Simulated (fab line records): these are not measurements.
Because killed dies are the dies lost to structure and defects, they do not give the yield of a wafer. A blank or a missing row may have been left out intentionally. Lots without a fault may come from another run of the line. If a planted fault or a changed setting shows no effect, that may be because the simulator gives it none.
Which tool was responsible?	flow nand harc	Sampling: 24 lots, 72 wafers, 6 of 1302 route steps

== WHAT EACH GAUGE READ, for each wafer ==
NHARC_P_M0_INSPECT_11. Usual: raw defect count reads 4.2 (standard deviation 2.4).
lot	measured	on	raw defect count	flag
L074	day 6 06:01	defect inspect-01	7 7 4	
L075	day 6 12:26	defect inspect-02	10 6 5	
L076	day 6 22:11	defect inspect-02	2 1 2	
L077	day 7 08:25	defect inspect-01	1 2 3	
L079	day 7 21:49	defect inspect-02	0 7 4	
L078	day 7 22:29	defect inspect-02	3 2 5	
L080	day 8 21:02	defect inspect-02	1 3 5	
L081	day 9 06:51	defect inspect-01	6 7 5	
L082	day 9 09:07	defect inspect-01	1 2 7	
L083	day 9 22:29	defect inspect-02	2 5 5	
L084	day 10 13:41	defect inspect-02	6 6 6	
L085	day 10 20:10	defect inspect-02	6 2 4	
L086	day 11 09:36	defect inspect-02	3 5 4	
L088	day 12 06:33	defect inspect-02	7 3 2	
L087	day 12 07:49	defect inspect-01	7 3 7	
L090	day 13 02:05	defect inspect-01	2 10 6	
L089	day 13 03:02	defect inspect-01	5 4 3	
L091	day 13 05:25	defect inspect-01	3 3 2	
L092	day 13 12:34	defect inspect-01	3 5 5	
L093	day 14 14:08	defect inspect-01	4 4 2	
L094	day 14 14:38	defect inspect-01	4 2 7	
L095	day 14 20:17	defect inspect-02	6 3 4	
L096	day 15 07:35	defect inspect-01	4 6 6	
L097	day 15 22:50	defect inspect-02	6 5 0	

NHARC_P_M0_THK_MEAS_24: measures by xrf. Usual: thk nm reads 117.7 nm (standard deviation 1.5).
lot	measured	on	thk nm (nm)	flag
L074	day 6 08:23	film metro-02	118.0 118.6 117.1	
L075	day 6 14:49	film metro-01	120.9 118.2 116.4	
L076	day 7 00:37	film metro-02	119.0 119.4 118.1	
L077	day 7 10:52	film metro-02	119.9 117.9 119.6	
L079	day 8 00:18	film metro-02	119.0 118.4 117.8	
L078	day 8 01:00	film metro-01	118.2 117.9 119.6	
L080	day 8 23:25	film metro-01	117.2 118.1 116.8	
L081	day 9 09:19	film metro-02	119.5 117.4 120.7	
L082	day 9 11:32	film metro-02	115.3 119.0 118.8	
L083	day 10 00:53	film metro-01	117.2 116.4 118.5	
L084	day 10 16:04	film metro-02	118.1 115.9 117.8	
L085	day 10 22:35	film metro-01	115.5 115.5 116.6	
L086	day 11 12:05	film metro-02	115.7 115.7 116.9	
L088	day 12 09:17	film metro-01	118.0 118.8 116.9	
L087	day 12 10:22	film metro-01	117.3 116.4 118.1	
L090	day 13 04:28	film metro-02	116.8 118.2 117.2	
L089	day 13 05:25	film metro-01	117.3 118.0 116.0	
L091	day 13 07:48	film metro-02	116.6 117.8 118.6	
L092	day 13 14:56	film metro-02	114.9 117.2 115.8	
L093	day 14 16:38	film metro-02	117.7 115.9 117.3	
L094	day 14 17:10	film metro-02	119.3 117.3 117.6	
L095	day 14 22:39	film metro-01	115.6 118.5 117.6	
L096	day 15 10:28	film metro-02	118.4 117.4 114.3	
L097	day 16 01:13	film metro-02	118.0 115.2 117.6	

NHARC_P_M1_OVL_MEAS_10: pitch 260 nm. Usual: overlay x nm -0.3 nm, standard deviation 0.87; overlay y nm 0.1 nm, standard deviation 0.7.
lot	measured	on	overlay x nm (nm)	overlay y nm (nm)	flag
L074	day 6 10:02	overlay-01	0.1 0.9 0.4	-0.6 -1.2 -0.5	
L075	day 6 16:26	overlay-01	-0.1 -0.5 -0.1	0.2 0.5 0.7	
L076	day 7 02:14	overlay-02	-1.0 -1.1 -0.8	0.3 0.6 0.3	
L077	day 7 12:31	overlay-01	-0.2 0.6 -0.1	0.4 -0.1 0.5	
L079	day 8 01:56	overlay-02	-1.6 -1.5 -1.2	1.3 0.9 0.9	
L078	day 8 02:38	overlay-02	-0.3 0.0 0.2	-1.9 -1.8 -1.6	
L080	day 9 01:13	overlay-01	0.4 0.8 0.8	-1.2 -0.7 -0.7	
L081	day 9 10:57	overlay-02	-0.9 0.4 -0.4	0.5 0.7 0.0	
L082	day 9 13:10	overlay-01	0.7 0.5 0.7	0.4 -0.3 0.5	
L083	day 10 02:32	overlay-02	0.1 0.4 0.3	0.1 0.0 0.0	
L084	day 10 17:46	overlay-02	-0.5 -1.0 -0.5	-0.4 -0.1 -0.3	
L085	day 11 00:15	overlay-02	1.6 1.0 1.6	0.8 0.8 0.6	
L086	day 11 13:36	overlay-01	-0.7 -0.4 -0.2	0.3 0.5 1.0	
L088	day 12 10:55	overlay-01	-1.2 -1.1 -1.1	0.0 -0.9 -0.7	
L087	day 12 11:58	overlay-01	0.1 0.3 0.4	-0.2 -0.4 -0.2	
L090	day 13 06:07	overlay-01	-1.7 -1.5 -1.8	0.4 0.6 0.6	
L089	day 13 07:04	overlay-02	0.9 1.2 0.7	0.4 -0.2 0.0	
L091	day 13 09:43	overlay-02	-2.4 -2.0 -1.8	0.2 0.4 0.7	
L092	day 13 16:28	overlay-02	-0.6 -0.4 -1.1	0.0 0.7 -0.4	
L093	day 14 18:17	overlay-01	-1.5 -1.2 -0.9	1.3 1.5 1.9	
L094	day 14 18:49	overlay-01	-1.8 -0.8 -0.7	0.1 0.3 0.2	
L095	day 15 00:19	overlay-01	-1.0 -0.4 -0.6	0.7 0.1 1.0	
L096	day 15 12:07	overlay-01	-0.5 0.2 0.4	-0.9 -1.1 -0.5	
L097	day 16 02:44	overlay-01	-0.1 0.0 -0.3	-0.1 -0.7 -0.2	

== TOOL THAT RAN EACH LOT (tool first, then ch and the chambers of the sampled wafers, then the start) ==
lot	NHARC_P_M0_ETCH_15	NHARC_P_M0_DEGAS_28	NHARC_P_M0_ANNEAL_30
L074	rie diel-09 ch 0,1, day 6 07:00 or earlier	pvd sputter-03, day 6 07:00	rtp anneal-01 ch 0, day 6 07:44
L075	rie diel-09 ch 0,1,3, day 6 13:25 or earlier	pvd sputter-01, day 6 13:25	rtp anneal-01 ch 0, day 6 14:15
L076	rie diel-09 ch 0,1,3, day 6 23:12 or earlier	pvd sputter-03, day 6 23:12	rtp anneal-01 ch 0, day 6 23:56
L077	rie diel-09 ch 2,3, day 7 09:24 or earlier	pvd sputter-03, day 7 09:24	rtp anneal-01 ch 0, day 7 10:16
L079	rie diel-09 ch 1,2,3, day 7 22:49 or earlier	pvd sputter-01, day 7 22:49	rtp anneal-02 ch 0, day 7 23:44
L078	rie diel-09 ch 0,2, day 7 23:36 or earlier	pvd sputter-03, day 7 23:36	rtp anneal-01 ch 0, day 8 00:23
L080	rie diel-09 ch 0,2,3, day 8 22:02 or earlier	pvd sputter-03, day 8 22:02	rtp anneal-02 ch 0, day 8 22:52
L081	rie diel-09 ch 2,3, day 9 07:56 or earlier	pvd sputter-01, day 9 07:56	rtp anneal-01 ch 0, day 9 08:40
L082	rie diel-11 ch 0,2,3, day 9 10:08 or earlier	pvd sputter-01, day 9 10:08	rtp anneal-01 ch 0, day 9 10:52
L083	rie diel-08 ch 1,2, day 9 23:31 or earlier	pvd sputter-02, day 9 23:31	rtp anneal-01 ch 0, day 10 00:14
L084	rie diel-08 ch 0,3, day 10 14:41 or earlier	pvd sputter-03, day 10 14:41	rtp anneal-01 ch 0, day 10 15:25
L085	rie diel-08 ch 0,1,3, day 10 21:13 or earlier	pvd sputter-02, day 10 21:13	rtp anneal-02 ch 0, day 10 21:56
L086	rie diel-08 ch 0,2,3, day 11 10:41 or earlier	pvd sputter-02, day 11 10:41	rtp anneal-01 ch 0, day 11 11:25
L088	rie diel-11 ch 0,1, day 12 07:54 or earlier	pvd sputter-02, day 12 07:54	rtp anneal-02 ch 0, day 12 08:38
L087	rie diel-11 ch 1,2,3, day 12 08:58 or earlier	pvd sputter-01, day 12 08:58	rtp anneal-02 ch 0, day 12 09:41
L090	rie diel-09 ch 1,2,3, day 13 03:05 or earlier	pvd sputter-01, day 13 03:05	rtp anneal-02 ch 0, day 13 03:49
L089	rie diel-09 ch 0,3, day 13 04:02 or earlier	pvd sputter-01, day 13 04:02	rtp anneal-02 ch 0, day 13 04:52
L091	rie diel-11 ch 1,2, day 13 06:25 or earlier	pvd sputter-03, day 13 06:25	rtp anneal-02 ch 0, day 13 07:08
L092	rie diel-11 ch 0,1,3, day 13 13:32 or earlier	pvd sputter-02, day 13 13:32	rtp anneal-01 ch 0, day 13 14:17
L093	rie diel-08 ch 1,3, day 14 15:14 or earlier	pvd sputter-03, day 14 15:14	rtp anneal-02 ch 0, day 14 16:02
L094	rie diel-08 ch 0,2,3, day 14 15:47 or earlier	pvd sputter-01, day 14 15:47	rtp anneal-01 ch 0, day 14 16:31
L095	rie diel-09 ch 0,1,3, day 14 21:16 or earlier	pvd sputter-01, day 14 21:16	rtp anneal-02 ch 0, day 14 21:59
L096	rie diel-08 ch 0,2,3, day 15 09:04 or earlier	pvd sputter-01, day 15 09:04	rtp anneal-02 ch 0, day 15 09:48
L097	rie diel-09 ch 1,2,3, day 15 23:49 or earlier	pvd sputter-02, day 15 23:49	rtp anneal-02 ch 0, day 16 00:34
- NHARC_P_M0_ETCH_15: etches the open film in C4F8/Ar, target depth 150 nm, overetch 15 nm, time 82.5 s.
- NHARC_P_M0_DEGAS_28: time 60 s.
- NHARC_P_M0_ANNEAL_30: time 90 s.

== WHAT THE TOOLS THEMSELVES READ (means of the sampled wafers that have a number; where no wafer has one, the mark that the record gives instead) ==
NHARC_P_M0_ETCH_15. Usual: oes product au 0.956 a.u., standard deviation 0.018; rf vpp V 440 V, standard deviation 3.2.
lot	tool	oes product au (a.u.)	rf vpp V (V)	flag
L074	rie diel-09	0.967	443	
L075	rie diel-09	0.963	442	
L076	rie diel-09	0.967	440	
L077	rie diel-09	0.968	437	
L079	rie diel-09	0.947	439	
L078	rie diel-09	0.947	439	
L080	rie diel-09	0.966	441	
L081	rie diel-09	0.959	440	
L082	rie diel-11	0.963	441	
L083	rie diel-08	0.971	441	
L084	rie diel-08	0.978	442	
L085	rie diel-08	0.970	441	
L086	rie diel-08	0.928	442	
L088	rie diel-11	0.926	439	
L087	rie diel-11	0.957	441	
L090	rie diel-09	0.966	438	
L089	rie diel-09	0.959	442	
L091	rie diel-11	0.933	439	
L092	rie diel-11	0.967	440	
L093	rie diel-08	0.943	442	
L094	rie diel-08	0.925	441	
L095	rie diel-09	0.979	441	
L096	rie diel-08	0.924	441	
L097	rie diel-09	0.967	438	

NHARC_P_M0_DEGAS_28. Usual: heater power w reads 337 W (standard deviation 39).
lot	tool	heater power w (W)	flag
L074	pvd sputter-03	358	
L075	pvd sputter-01	347	
L076	pvd sputter-03	357	
L077	pvd sputter-03	312	
L079	pvd sputter-01	322	
L078	pvd sputter-03	346	
L080	pvd sputter-03	371	
L081	pvd sputter-01	338	
L082	pvd sputter-01	296	
L083	pvd sputter-02	343	
L084	pvd sputter-03	356	
L085	pvd sputter-02	323	
L086	pvd sputter-02	321	
L088	pvd sputter-02	299	
L087	pvd sputter-01	331	
L090	pvd sputter-01	319	
L089	pvd sputter-01	310	
L091	pvd sputter-03	357	
L092	pvd sputter-02	321	
L093	pvd sputter-03	334	
L094	pvd sputter-01	338	
L095	pvd sputter-01	338	
L096	pvd sputter-01	305	
L097	pvd sputter-02	316	

NHARC_P_M0_ANNEAL_30. Usual: wafer_temp_C_max reads 225.69 (standard deviation 0.2).
lot	tool	wafer_temp_C_max	flag
L074	rtp anneal-01	225.66	
L075	rtp anneal-01	225.56	
L076	rtp anneal-01	225.67	
L077	rtp anneal-01	225.53	
L079	rtp anneal-02	225.98	
L078	rtp anneal-01	225.61	
L080	rtp anneal-02	225.83	
L081	rtp anneal-01	225.56	
L082	rtp anneal-01	225.40	
L083	rtp anneal-01	225.63	
L084	rtp anneal-01	225.85	
L085	rtp anneal-02	225.68	
L086	rtp anneal-01	225.64	
L088	rtp anneal-02	225.66	
L087	rtp anneal-02	225.90	
L090	rtp anneal-02	225.97	
L089	rtp anneal-02	225.84	
L091	rtp anneal-02	225.69	
L092	rtp anneal-01	225.80	
L093	rtp anneal-02	225.81	
L094	rtp anneal-01	225.65	
L095	rtp anneal-02	225.81	
L096	rtp anneal-02	225.53	
L097	rtp anneal-02	225.71	

== THE ANSWER, worked out from the rows above alone ==
Rule: a lot counts as off when the mean over its wafers that have a number is more than 3 standard deviations away from the usual mean. A lot without any number at a reading at which 4 lots or more have one is off too. The other lots that the step has rows for count as sound. The gauges are gone through in route order, then the tools' own readings, and for those a lot's mean is taken as printed above. The first step at which some lot is off is used, and at that step the reading that is off furthest; a lot without a number counts as furthest.
Nothing can be told from this: no lot is off at any reading shown.

== WHAT THE SIMULATOR HAD PUT IN ==
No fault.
